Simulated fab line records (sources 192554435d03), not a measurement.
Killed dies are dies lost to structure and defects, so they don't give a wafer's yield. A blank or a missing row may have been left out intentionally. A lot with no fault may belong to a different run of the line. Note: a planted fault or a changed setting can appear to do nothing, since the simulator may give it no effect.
Which tool is to blame?	flow n5_finfet	72 wafers from 24 lots sampled at 6 of the route's 1938 steps

WHAT THE GAUGES SHOWED, per wafer
The record holds no reading of a measuring or inspecting step that can be judged against a usual standard deviation.

EACH LOT AND THE TOOL THAT RAN IT (in order: tool; ch and the chambers of the sampled wafers; start)
lot	N5_BEOL_M0_ANNEAL_135	N5_BEOL_M0_ANNEAL_119	N5_BEOL_M1_TRENCH_ETCH_37	N5_BEOL_M1_DEGAS_44	N5_BEOL_M1_ANNEAL_49	N5_BEOL_M1_SPUTTER_92
L074	pvd_sputter-02, day 5 21:24	rtp_anneal-02 ch 0, day 5 21:39	rie_diel-06 ch 0,1,3, day 6 09:48 or earlier	pvd_sputter-02, day 6 09:48	pvd_sputter-02, day 6 10:44	pvd_sputter-02, day 6 11:59
L075	pvd_sputter-02, day 6 05:56	rtp_anneal-01 ch 0, day 6 06:10	rie_diel-02 ch 1,2,3, day 6 19:47 or earlier	pvd_sputter-03, day 6 19:47	pvd_sputter-01, day 6 20:25	pvd_sputter-01, day 6 21:40
L076	pvd_sputter-02, day 6 14:56	rtp_anneal-02 ch 0, day 6 15:31	rie_diel-06 ch 0,1,3, day 6 19:52 or earlier	pvd_sputter-03, day 6 19:52	pvd_sputter-02, day 6 22:16	pvd_sputter-02, day 6 23:30
L077	pvd_sputter-02, day 6 17:19	rtp_anneal-01 ch 0, day 6 17:33	rie_diel-02 ch 0,3, day 7 01:51 or earlier	pvd_sputter-03, day 7 01:51	pvd_sputter-03, day 7 02:58	pvd_sputter-03, day 7 04:13
L078	pvd_sputter-01, day 6 19:42	rtp_anneal-02 ch 0, day 6 19:56	rie_diel-02 ch 0,1, day 7 01:58 or earlier	pvd_sputter-01, day 7 01:58	pvd_sputter-03, day 7 04:49	pvd_sputter-03, day 7 06:03
L079	pvd_sputter-01, day 7 04:55	rtp_anneal-01 ch 0, day 7 05:18	rie_diel-06 ch 2,3, day 7 12:07 or earlier	pvd_sputter-03, day 7 12:07	pvd_sputter-02, day 7 13:08	pvd_sputter-02, day 7 14:22
L081	pvd_sputter-02, day 7 17:37	rtp_anneal-02 ch 0, day 7 17:58	rie_diel-02 ch 0,2, day 8 13:13 or earlier	pvd_sputter-03, day 8 13:13	pvd_sputter-03, day 8 14:25	pvd_sputter-03, day 8 15:40
L080	pvd_sputter-03, day 7 18:51	rtp_anneal-01 ch 0, day 7 19:08	rie_diel-06 ch 1,2, day 8 13:40 or earlier	pvd_sputter-03, day 8 13:40	pvd_sputter-02, day 8 14:55	pvd_sputter-02, day 8 16:10
L082	pvd_sputter-02, day 8 02:37	rtp_anneal-01 ch 0, day 8 02:51	rie_diel-06 ch 0,2,3, day 8 17:00 or earlier	pvd_sputter-03, day 8 17:00	pvd_sputter-03, day 8 17:53	pvd_sputter-03, day 8 19:07
L083	pvd_sputter-01, day 8 08:18	rtp_anneal-02 ch 0, day 8 08:32	rie_diel-02 ch 0,1,2, day 8 16:42 or earlier	pvd_sputter-03, day 8 16:42	pvd_sputter-01, day 8 17:31	pvd_sputter-01, day 8 18:46
L084	pvd_sputter-01, day 8 12:28	rtp_anneal-02 ch 0, day 8 12:44	rie_diel-06 ch 0,2, day 8 21:54 or earlier	pvd_sputter-02, day 8 21:54	pvd_sputter-03, day 8 22:41	pvd_sputter-03, day 8 23:56
L086	pvd_sputter-02, day 9 00:59	rtp_anneal-02 ch 0, day 9 01:14	rie_diel-06 ch 0,2, day 9 14:48 or earlier	pvd_sputter-01, day 9 14:48	pvd_sputter-01, day 9 15:43	pvd_sputter-01, day 9 16:58
L085	pvd_sputter-02, day 9 03:48	rtp_anneal-01 ch 0, day 9 04:07	rie_diel-05 ch 1,2,3, day 9 13:47 or earlier	pvd_sputter-03, day 9 13:47	pvd_sputter-03, day 9 14:40	pvd_sputter-03, day 9 15:54
L087	pvd_sputter-03, day 9 09:31	rtp_anneal-01 ch 0, day 9 10:46	rie_diel-06 ch 1,2,3, day 9 23:18 or earlier	pvd_sputter-01, day 9 23:18	pvd_sputter-01, day 10 00:14	pvd_sputter-01, day 10 01:29
L089	pvd_sputter-03, day 9 16:44	rtp_anneal-02 ch 0, day 9 17:12	rie_diel-06 ch 2,3, day 10 02:40 or earlier	pvd_sputter-03, day 10 02:40	pvd_sputter-03, day 10 03:27	pvd_sputter-03, day 10 04:41
L088	pvd_sputter-01, day 9 21:01	rtp_anneal-01 ch 0, day 9 21:16	rie_diel-05 ch 0,2,3, day 10 06:52 or earlier	pvd_sputter-03, day 10 06:52	pvd_sputter-01, day 10 07:48	pvd_sputter-01, day 10 09:02
L090	pvd_sputter-03, day 10 02:19	rtp_anneal-01 ch 0, day 10 02:34	rie_diel-02 ch 1,2,3, day 10 17:45 or earlier	pvd_sputter-02, day 10 17:45	pvd_sputter-02, day 10 18:39	pvd_sputter-02, day 10 19:53
L091	pvd_sputter-03, day 10 05:32	rtp_anneal-02 ch 0, day 10 05:49	rie_diel-02 ch 0,2,3, day 10 20:31 or earlier	pvd_sputter-01, day 10 20:31	pvd_sputter-02, day 10 22:46	pvd_sputter-02, day 11 00:01
L092	pvd_sputter-02, day 10 17:33	rtp_anneal-01 ch 0, day 10 17:50	rie_diel-05 ch 0,1,3, day 11 11:29 or earlier	pvd_sputter-03, day 11 11:29	pvd_sputter-01, day 11 13:57	pvd_sputter-01, day 11 15:11
L093	pvd_sputter-01, day 10 20:58	rtp_anneal-02 ch 0, day 10 21:23	rie_diel-02 ch 1,2,3, day 11 15:52 or earlier	pvd_sputter-01, day 11 15:52	pvd_sputter-02, day 11 16:38	pvd_sputter-02, day 11 17:53
L094	pvd_sputter-03, day 11 01:38	rtp_anneal-01 ch 0, day 11 01:55	rie_diel-02 ch 0,1,3, day 11 16:49 or earlier	pvd_sputter-01, day 11 16:49	pvd_sputter-02, day 11 19:00	pvd_sputter-02, day 11 20:14
L095	pvd_sputter-01, day 11 06:15	rtp_anneal-02 ch 0, day 11 06:29	rie_diel-06 ch 0,3, day 12 05:04 or earlier	pvd_sputter-02, day 12 05:04	pvd_sputter-01, day 12 06:14	pvd_sputter-01, day 12 07:29
L096	pvd_sputter-02, day 11 12:36	rtp_anneal-01 ch 0, day 11 13:02	rie_diel-02 ch 0,2, day 12 15:37 or earlier	pvd_sputter-03, day 12 15:37	pvd_sputter-03, day 12 16:41	pvd_sputter-03, day 12 17:56
L097	pvd_sputter-03, day 12 13:04	rtp_anneal-02 ch 0, day 12 13:19	rie_diel-02 ch 1,2, day 13 03:37 or earlier	pvd_sputter-02, day 13 03:37	pvd_sputter-01, day 13 04:20	pvd_sputter-01, day 13 05:34
- N5_BEOL_M0_ANNEAL_135: time 60 s.
- N5_BEOL_M0_ANNEAL_119: time 90 s.
- N5_BEOL_M1_TRENCH_ETCH_37: etches SiOC in C4F6/O2, target depth 55.207 nm, time 29 s.
- N5_BEOL_M1_DEGAS_44: time 60 s.
- N5_BEOL_M1_ANNEAL_49: time 240 s.
- N5_BEOL_M1_SPUTTER_92: material Cu, target thk 4.5 nm, time 8.29 s.

WHAT THE TOOLS THEMSELVES READ (means of the sampled wafers that have a number; where no wafer has one, the mark that the record gives instead)
N5_BEOL_M0_ANNEAL_135. Usual: heater_power_w 832 W, standard deviation 49.
lot	tool	heater_power_w (W)	flag
L074	pvd_sputter-02	875	
L075	pvd_sputter-02	814	
L076	pvd_sputter-02	854	
L077	pvd_sputter-02	841	
L078	pvd_sputter-01	784	
L079	pvd_sputter-01	839	
L081	pvd_sputter-02	870	
L080	pvd_sputter-03	784	
L082	pvd_sputter-02	888	
L083	pvd_sputter-01	813	
L084	pvd_sputter-01	793	
L086	pvd_sputter-02	852	
L085	pvd_sputter-02	876	
L087	pvd_sputter-03	849	
L089	pvd_sputter-03	806	
L088	pvd_sputter-01	821	
L090	pvd_sputter-03	818	
L091	pvd_sputter-03	826	
L092	pvd_sputter-02	856	
L093	pvd_sputter-01	789	
L094	pvd_sputter-03	788	
L095	pvd_sputter-01	815	
L096	pvd_sputter-02	859	
L097	pvd_sputter-03	846	

N5_BEOL_M0_ANNEAL_119. Usual: wafer_temp_C_max 225.69, standard deviation 0.22.
lot	tool	wafer_temp_C_max	flag
L074	rtp_anneal-02	225.81	
L075	rtp_anneal-01	225.67	
L076	rtp_anneal-02	225.74	
L077	rtp_anneal-01	225.55	
L078	rtp_anneal-02	225.64	
L079	rtp_anneal-01	225.30	
L081	rtp_anneal-02	225.65	
L080	rtp_anneal-01	225.71	
L082	rtp_anneal-01	225.57	
L083	rtp_anneal-02	225.51	
L084	rtp_anneal-02	225.85	
L086	rtp_anneal-02	225.81	
L085	rtp_anneal-01	225.57	
L087	rtp_anneal-01	225.56	
L089	rtp_anneal-02	225.66	
L088	rtp_anneal-01	225.67	
L090	rtp_anneal-01	225.48	
L091	rtp_anneal-02	225.64	
L092	rtp_anneal-01	225.81	
L093	rtp_anneal-02	225.84	
L094	rtp_anneal-01	225.67	
L095	rtp_anneal-02	225.67	
L096	rtp_anneal-01	225.68	
L097	rtp_anneal-02	225.62	

N5_BEOL_M1_TRENCH_ETCH_37. Usual: drypump_motor_current_A 5.8 A, standard deviation 0.55; oes_o_777_au 0.79 a.u., standard deviation 0.051; oes_product_au 0.79 a.u., standard deviation 0.058; rf_vpp_V 668 V, standard deviation 7; showerhead_plenum_p_Torr 2.84 Torr, standard deviation 0.089; throttle_valve_pct 20.76 %, standard deviation 0.19.
lot	tool	drypump_motor_current_A (A)	oes_o_777_au (a.u.)	oes_product_au (a.u.)	rf_vpp_V (V)	showerhead_plenum_p_Torr (Torr)	throttle_valve_pct (%)	flag
L074	rie_diel-06	5.8	0.80	0.79	665	2.79	20.80	
L075	rie_diel-02	5.8	0.86	0.87	674	2.90	20.72	
L076	rie_diel-06	5.8	0.79	0.79	664	2.78	20.81	
L077	rie_diel-02	5.1	0.83	0.83	670	2.80	20.49	
L078	rie_diel-02	6.0	0.85	0.85	670	2.94	20.60	
L079	rie_diel-06	6.1	0.78	0.77	664	2.77	21.00	
L081	rie_diel-02	6.0	0.81	0.82	679	2.89	20.79	
L080	rie_diel-06	6.1	0.73	0.74	665	2.79	20.93	
L082	rie_diel-06	6.2	0.74	0.73	661	2.79	20.91	
L083	rie_diel-02	6.1	0.83	0.84	674	2.93	20.76	
L084	rie_diel-06	6.3	0.71	0.70	658	2.81	20.81	
L086	rie_diel-06	6.3	0.71	0.70	658	2.81	20.83	
L085	rie_diel-05	5.7	0.80	0.80	664	2.86	20.57	
L087	rie_diel-06	5.9	0.76	0.76	665	2.77	20.95	
L089	rie_diel-06	6.1	0.76	0.76	662	2.77	21.03	
L088	rie_diel-05	5.4	0.80	0.80	670	2.90	20.62	
L090	rie_diel-02	5.7	0.82	0.83	674	2.89	20.76	
L091	rie_diel-02	5.5	0.79	0.80	673	2.84	20.67	
L092	rie_diel-05	5.6	0.75	0.74	667	2.91	20.58	
L093	rie_diel-02	5.7	0.80	0.82	673	2.88	20.77	
L094	rie_diel-02	5.6	0.81	0.82	670	2.88	20.63	
L095	rie_diel-06	6.1	0.73	0.71	660	2.79	20.84	
L096	rie_diel-02	6.0	0.78	0.79	677	2.88	20.84	
L097	rie_diel-02	6.3	0.81	0.82	672	2.97	20.90	

N5_BEOL_M1_DEGAS_44. Usual: heater_power_w 328 W, standard deviation 20.
lot	tool	heater_power_w (W)	flag
L074	pvd_sputter-02	351	
L075	pvd_sputter-03	314	
L076	pvd_sputter-03	338	
L077	pvd_sputter-03	334	
L078	pvd_sputter-01	318	
L079	pvd_sputter-03	312	
L081	pvd_sputter-03	321	
L080	pvd_sputter-03	329	
L082	pvd_sputter-03	341	
L083	pvd_sputter-03	307	
L084	pvd_sputter-02	337	
L086	pvd_sputter-01	309	
L085	pvd_sputter-03	328	
L087	pvd_sputter-01	324	
L089	pvd_sputter-03	327	
L088	pvd_sputter-03	316	
L090	pvd_sputter-02	341	
L091	pvd_sputter-01	331	
L092	pvd_sputter-03	332	
L093	pvd_sputter-01	316	
L094	pvd_sputter-01	330	
L095	pvd_sputter-02	343	
L096	pvd_sputter-03	329	
L097	pvd_sputter-02	355	

N5_BEOL_M1_ANNEAL_49. Usual: heater_power_w 824 W, standard deviation 53.
lot	tool	heater_power_w (W)	flag
L074	pvd_sputter-02	852	
L075	pvd_sputter-01	831	
L076	pvd_sputter-02	848	
L077	pvd_sputter-03	832	
L078	pvd_sputter-03	767	
L079	pvd_sputter-02	878	
L081	pvd_sputter-03	811	
L080	pvd_sputter-02	880	
L082	pvd_sputter-03	789	
L083	pvd_sputter-01	792	
L084	pvd_sputter-03	778	
L086	pvd_sputter-01	850	
L085	pvd_sputter-03	799	
L087	pvd_sputter-01	806	
L089	pvd_sputter-03	830	
L088	pvd_sputter-01	799	
L090	pvd_sputter-02	876	
L091	pvd_sputter-02	864	
L092	pvd_sputter-01	784	
L093	pvd_sputter-02	861	
L094	pvd_sputter-02	860	
L095	pvd_sputter-01	782	
L096	pvd_sputter-03	816	
L097	pvd_sputter-01	762	

N5_BEOL_M1_SPUTTER_92. Usual: throttle_valve_pct 30.5 %, standard deviation 0.63.
lot	tool	throttle_valve_pct (%)	flag
L074	pvd_sputter-02	30.3	
L075	pvd_sputter-01	31.0	
L076	pvd_sputter-02	30.3	
L077	pvd_sputter-03	29.9	
L078	pvd_sputter-03	30.6	
L079	pvd_sputter-02	30.5	
L081	pvd_sputter-03	30.1	
L080	pvd_sputter-02	30.1	
L082	pvd_sputter-03	30.0	
L083	pvd_sputter-01	31.3	
L084	pvd_sputter-03	30.2	
L086	pvd_sputter-01	30.3	
L085	pvd_sputter-03	29.8	
L087	pvd_sputter-01	31.1	
L089	pvd_sputter-03	29.9	
L088	pvd_sputter-01	31.0	
L090	pvd_sputter-02	30.1	
L091	pvd_sputter-02	30.1	
L092	pvd_sputter-01	31.3	
L093	pvd_sputter-02	30.0	
L094	pvd_sputter-02	30.1	
L095	pvd_sputter-01	31.2	
L096	pvd_sputter-03	30.4	
L097	pvd_sputter-01	31.5	

THE ANSWER, worked out from the rows above alone
Rule: take the mean of a lot's wafers that have a number; if it is more than 3 standard deviations from the usual mean, the lot is off. A lot without any number at a reading at which 4 lots or more have one is off too. Where the step has rows for the other lots, those lots are counted as sound. After the gauges, taken in route order, come the tools' own readings; for these a lot's mean is taken, as printed above. The first step at which some lot is off is used, and at that step the reading that is off furthest; a lot without a number counts as furthest.
No lot is off at any reading shown: from this, nothing can be told.

WHAT THE SIMULATOR PUT IN
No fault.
